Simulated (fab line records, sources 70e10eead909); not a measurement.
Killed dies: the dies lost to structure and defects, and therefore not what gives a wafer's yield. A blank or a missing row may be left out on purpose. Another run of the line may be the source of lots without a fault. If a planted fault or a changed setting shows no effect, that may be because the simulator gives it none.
Code-filled problem report in 8D (eight disciplines) form	flow nandHarc	the parts of the form that need people (team, actions taken, sign-off) are left out

1. WHAT IS WRONG
NHARC_A_CHANNEL_HOLE_D1_ETCH_38, runLengthS: mean 69.3 s over 1 wafer from 1 lot; wafers with no fault: 86.6 s, standard deviation 0.39. Relative to the usual mean, that is a shift of -44 standard deviations.
The step: etches the open film in CF4, target depth 39 nm, time 65 s.
Seen first at day 15 02:07 on rieDiel-08, wafer L388.5. At this step, 33 wafers from 11 lots have a number in the record. The rule behind "out" and "out of limits": a value lying over 4 standard deviations away from the usual mean. Any other wafer with a number is counted as sound.

2. WHAT IT IS; WHAT IT IS NOT
question	is	is not
which readings at this step	runLengthS	drypumpMotorCurrentA, mfcArSccm, oesProductAu, rfVppV, showerheadPlenumPTorr, throttleValvePct
which lots	L388	L372, L373, L376, L377, L378, L380, L387, L391, L392, L395
which wafers of those lots	L388.5	L388.3, L388.4
read on which tools	rieDiel-08	rieDiel-04, rieDiel-10
when	from day 15 02:07	up to then (23 sound wafers); but 9 sound wafers of L391, L392, L395 came after

3. SUSPECTS, AND WHAT RULES EACH OUT
Counting: a tool at a process step up to the reading stays a suspect if it ran every lot that is out. Sound lots after the first of them don't rule it out here, since some wafers of a struck lot are sound.
- rieDiel-08 at NHARC_A_CHANNEL_HOLE_D1_ETCH_38 (etches the open film in CF4, target depth 39 nm, time 65 s): kept. L388, the lot that is out, went through it at day 15 02:07; up to then, the latest sound lot through it was L387 at day 14 12:46. Its own readings are out on those wafers: runLengthS.
- rieDiel-08, NHARC_A_CHANNEL_HOLE_D1_ETCH_38: wafers that are out in chamber 0, sound lot-mates in chambers 2, 3.
Left after counting: rieDiel-08 at NHARC_A_CHANNEL_HOLE_D1_ETCH_38.

4. THE CAUSE (what the simulator had put in)
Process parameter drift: rieDiel-08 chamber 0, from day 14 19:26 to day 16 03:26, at NHARC_A_CHANNEL_HOLE_D1_ETCH_38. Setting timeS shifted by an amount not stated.
After counting, this tool was the only one left.

5. THE EFFECT CHAIN, in route order
Rows list readings where the struck wafers' mean (over those with a number) sits beyond 3 standard deviations from the usual. Readings are gone through only where the record gives a usual standard deviation; hours: the median, over the lots, of the time from a lot's start at the first step in this table giving one to that lot's start at this step; sigmas: the change measured in usual standard deviations.
hours	step	reading	usual	on struck wafers	change	sigmas
0	NHARC_A_CHANNEL_HOLE_D1_ETCH_38	runLengthS	86.6 s	69.3	-17.3	-44
It contains these process steps:
- NHARC_A_CHANNEL_HOLE_D1_ETCH_38: etches the open film in CF4, target depth 39 nm, time 65 s.
Later steps that measure or inspect, where all struck wafers having a row at the step show a number for every such reading and not one has moved that far: NHARC_END_SORT_01.

6. HOW IT WOULD HAVE BEEN CAUGHT EARLIER
7 hours passed between the start of the fault at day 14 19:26 and the first reading out of limits in this record, taken at day 15 02:07.
